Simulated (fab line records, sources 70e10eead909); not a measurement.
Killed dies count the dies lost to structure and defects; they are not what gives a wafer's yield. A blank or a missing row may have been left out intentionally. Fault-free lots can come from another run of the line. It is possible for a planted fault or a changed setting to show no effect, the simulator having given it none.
One fault through the eyes of 2 desks | flow nand-harc | every desk sees just its own numbers, and what lay behind them comes last

== AT THE METROLOGY DESK ==
Means of the sampled wafers that have a number, per lot and without regard to the tool the lot ran on: this is what the gauges read. Any lot whose mean is over 4 standard deviations away from the usual mean is out of limits and marked OUT; that distance is given in the brackets.
Columns: A = thk-nm at NHARC_A_ONON_D1_THK_MEAS_02, usual 1002 nm; B = thk-nm at NHARC_A_ONON_D1_THK_MEAS_24, usual 1000 nm; C = thk-nm at NHARC_A_ONON_D1_THK_MEAS_27, usual 999 nm
lot  | first seen here | A    | B    | C
L835 | day 8 06:38     | 1002 | 1005 | 990
L836 | day 8 06:38     | 1007 | 997  | 987
L838 | day 8 20:10     | 999  | 1006 | 986
L837 | day 8 20:13     | 988  | 988  | 1007
L839 | day 9 10:25     | 998  | 992  | 1011
L840 | day 9 10:46     | 994  | 1014 | 1008
L842 | day 9 21:14     | 1015 | 1012 | 720 (-33) OUT
L843 | day 10 07:22    | 1016 | 995  | 850 (-18) OUT
L848 | day 11 08:07    | 1005 | 996  | 1008
L849 | day 11 17:39    | 995  | 984  | 1000
L851 | day 12 01:12    | 1003 | 989  | 999
L856 | day 13 01:03    | 1012 | 1006 | 989
L855 | day 13 06:43    | 1007 | 1008 | 1002
This desk's verdict: out of limits on L842, L843, starting with L842 at day 10 08:34 (thk-nm at NHARC_A_ONON_D1_THK_MEAS_27). In limits: L835, L836, L838, L837, L839, L840, L848, L849, L851, L856, L855.

== FOR THE TOOL OWNER'S DESK: pecvd-onon-04 ==
The tool's own readings at NHARC_A_ONON_D1_DEP_25 (target thk 1000 nm): means of the sampled wafers that have a number, for each lot that ran on this tool. Any lot whose mean is over 4 standard deviations away from the usual mean is out of limits and marked OUT; that distance is given in the brackets.
Columns: A = n2-flow-sccm at NHARC_A_ONON_D1_DEP_25, usual 2750 sccm; B = sih4-flow-sccm at NHARC_A_ONON_D1_DEP_25, usual 210.0 sccm
lot  | first seen here | A    | B
L836 | day 8 17:12     | 2752 | 210.6
L837 | day 9 06:44     | 2754 | 210.0
L840 | day 9 20:59     | 2746 | 209.4
L842 | day 10 08:04    | 2742 | 210.4
L843 | day 10 18:14    | 2747 | 210.0
L856 | day 13 14:20    | 2742 | 210.4
Result from this desk: across the 6 lots, nothing is out of limits.

== TAKEN TOGETHER ==
On L842, L843, the metrology desk was in a position to raise an alarm at day 10 08:34.
Nothing out of limits was seen by the tool owner's desk.
The tool owner's desk has L842, L843 on record, within its limits.
All the named lots went through NHARC_A_ONON_D1_DEP_25 on pecvd-onon-04.

== WHAT THE SIMULATOR PUT IN ==
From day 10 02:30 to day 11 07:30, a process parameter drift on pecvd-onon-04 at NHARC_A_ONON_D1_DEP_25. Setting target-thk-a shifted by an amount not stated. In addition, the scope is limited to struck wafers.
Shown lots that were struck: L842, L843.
Delay in hours, fault start to first out-of-limits reading, per desk: metrology desk 6.
